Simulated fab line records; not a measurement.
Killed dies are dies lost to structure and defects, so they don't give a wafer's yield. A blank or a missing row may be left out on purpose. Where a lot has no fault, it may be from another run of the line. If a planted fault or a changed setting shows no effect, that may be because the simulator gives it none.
A sampling plan put to the test :: flow n5_finfet :: each of the 7 faults these records tell of, on one fab line, judged from the records of the lots it struck
The line's own looks make up the plan; these are the steps of the route where a gauge or inspection reads the wafer and leaves it unchanged. A look can be judged if struck wafers have a number there and the file gives its usual mean and standard deviation on fault-free wafers. Caught: 4 or more of those standard deviations (sigma) separate the usual mean from the mean of the struck wafers at a look after the fault's first step. On the tool: the same test on the tool's own readings at the fault's steps. Caught also covers a different recipe on the struck wafers, or a record left blank for those wafers only.

== THE FAULTS, as the simulator had put them in ==
1. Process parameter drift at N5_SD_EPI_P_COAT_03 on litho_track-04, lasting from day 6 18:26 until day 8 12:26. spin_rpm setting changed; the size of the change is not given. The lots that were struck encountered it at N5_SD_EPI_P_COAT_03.
2. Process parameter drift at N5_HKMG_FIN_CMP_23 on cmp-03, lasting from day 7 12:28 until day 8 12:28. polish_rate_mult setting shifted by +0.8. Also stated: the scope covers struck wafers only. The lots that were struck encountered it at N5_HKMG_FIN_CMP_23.
3. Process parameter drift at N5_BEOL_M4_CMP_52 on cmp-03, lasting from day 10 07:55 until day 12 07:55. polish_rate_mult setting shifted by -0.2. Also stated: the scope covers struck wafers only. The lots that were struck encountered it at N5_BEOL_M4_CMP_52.
4. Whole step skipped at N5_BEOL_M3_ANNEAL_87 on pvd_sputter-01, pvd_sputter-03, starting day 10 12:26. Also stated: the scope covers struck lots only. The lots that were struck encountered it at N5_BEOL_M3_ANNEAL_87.
5. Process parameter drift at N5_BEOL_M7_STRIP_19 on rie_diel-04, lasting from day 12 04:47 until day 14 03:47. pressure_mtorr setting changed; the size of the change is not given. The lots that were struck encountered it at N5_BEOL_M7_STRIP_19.
6. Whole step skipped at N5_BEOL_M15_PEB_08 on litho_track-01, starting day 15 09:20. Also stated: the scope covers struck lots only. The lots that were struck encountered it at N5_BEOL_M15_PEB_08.
7. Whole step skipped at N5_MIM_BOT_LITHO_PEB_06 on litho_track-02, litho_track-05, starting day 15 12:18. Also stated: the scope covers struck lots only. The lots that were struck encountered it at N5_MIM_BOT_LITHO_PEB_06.

== WHAT THE PLAN SAW ==
fault: 1
on the tool itself: spin_speed_rpm -39 sigma
first look that catches it: none of the 2 looks that can be judged after it
reading, sigma: -
median hours from its first step to that look: -
hours from the fault's start to the first struck lot there: -
judged looks passed uncaught: 2

fault: 2
on the tool itself: only faintly: time_to_endpoint_s -3.3 sigma
first look that catches it: not the one look that can be judged after it
reading, sigma: -
median hours from its first step to that look: -
hours from the fault's start to the first struck lot there: -
judged looks passed uncaught: 1

fault: 3
on the tool itself: barrier_field_endpoint_s +8.9 sigma
first look that catches it: no look after it can be judged
reading, sigma: -
median hours from its first step to that look: -
hours from the fault's start to the first struck lot there: -
judged looks passed uncaught: 0

fault: 4
on the tool itself: the tool's record is blank for the struck wafers
first look that catches it: not the one look that can be judged after it
reading, sigma: -
median hours from its first step to that look: -
hours from the fault's start to the first struck lot there: -
judged looks passed uncaught: 1

fault: 5
on the tool itself: chamber_pressure_mTorr -99 or beyond sigma
first look that catches it: no look after it can be judged
reading, sigma: -
median hours from its first step to that look: -
hours from the fault's start to the first struck lot there: -
judged looks passed uncaught: 0

fault: 6
on the tool itself: the tool's record is blank for the struck wafers
first look that catches it: no look after it can be judged
reading, sigma: -
median hours from its first step to that look: -
hours from the fault's start to the first struck lot there: -
judged looks passed uncaught: 0

fault: 7
on the tool itself: no reading that can be judged
first look that catches it: no look after it can be judged
reading, sigma: -
median hours from its first step to that look: -
hours from the fault's start to the first struck lot there: -
judged looks passed uncaught: 0
A dash: this means the fault isn't caught or the number doesn't appear in these records.

Caught at a look: 0 of 7. Caught on the tool: 5 of 7. By one or the other: 5 of 7.
Faults caught by the tool alone: 1, 3, 4, 5, 6.
Caught by neither: faults 2, 7.
